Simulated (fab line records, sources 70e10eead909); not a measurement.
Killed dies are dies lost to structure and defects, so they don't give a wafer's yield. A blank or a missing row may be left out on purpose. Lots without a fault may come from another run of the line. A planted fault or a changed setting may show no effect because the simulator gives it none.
Chamber matching | flow nand_harc | NHARC_P_M1_PRE_CLEAN_32 on pecvd-04: 3 sister chambers
The step time 12 s. 6 wafers are shown with their chamber, then 7 later ones without.

WAFERS WITH THEIR CHAMBER
wafer  | chamber | heater_power_w (W) | susceptor_temp_C (C)
L078.5 | 2       | 601                | 369.81
L079.6 | 1       | 583                | 369.94
L084.3 | 2       | 556                | 370.02
L084.5 | 0       | 519                | 370.29
L093.2 | 1       | 552                | 369.84
L093.3 | 0       | 543                | 369.98

WAFERS WITHOUT THEIR CHAMBER
wafer  | heater_power_w (W) | susceptor_temp_C (C)
L093.6 | 536                | 370.21
L094.4 | 642                | 369.73
L094.5 | 512                | 369.59
L094.6 | 445                | 369.82
L095.2 | 660                | 369.78
L095.3 | 490                | 369.94
L095.6 | 558                | 369.76

WHICH CHAMBER EACH WENT THROUGH
wafer  | from the rows above          | in truth
L093.6 | can't be placed: 0 or 1      | 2
L094.4 | can't be placed: 2 or 1      | 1
L094.5 | can't be placed: 1 or 2 or 0 | 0
L094.6 | can't be placed: 0 or 1 or 2 | 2
L095.2 | can't be placed: 2 or 1      | 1
L095.3 | can't be placed: 0 or 1 or 2 | 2
L095.6 | can't be placed: 1 or 2 or 0 | 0
Placed correctly: 0 of 7. Can't be placed from these rows: 7 (the true chamber is among the candidates in 6). Placed wrongly: 0.
How it was worked out, from the rows above alone: a wafer's distance from a chamber is the root of the sum, over the readings, of the square of ((its reading less the chamber's mean) divided by the reading's scatter). The wafer belongs to the nearest chamber; if the next one is less than 2 further off, it can't be placed. A chamber's mean is the mean of its shown wafers. The scatter: the root of (the sum of the squares of (reading less its chamber's mean) over the shown wafers, divided by (wafers less chambers)).
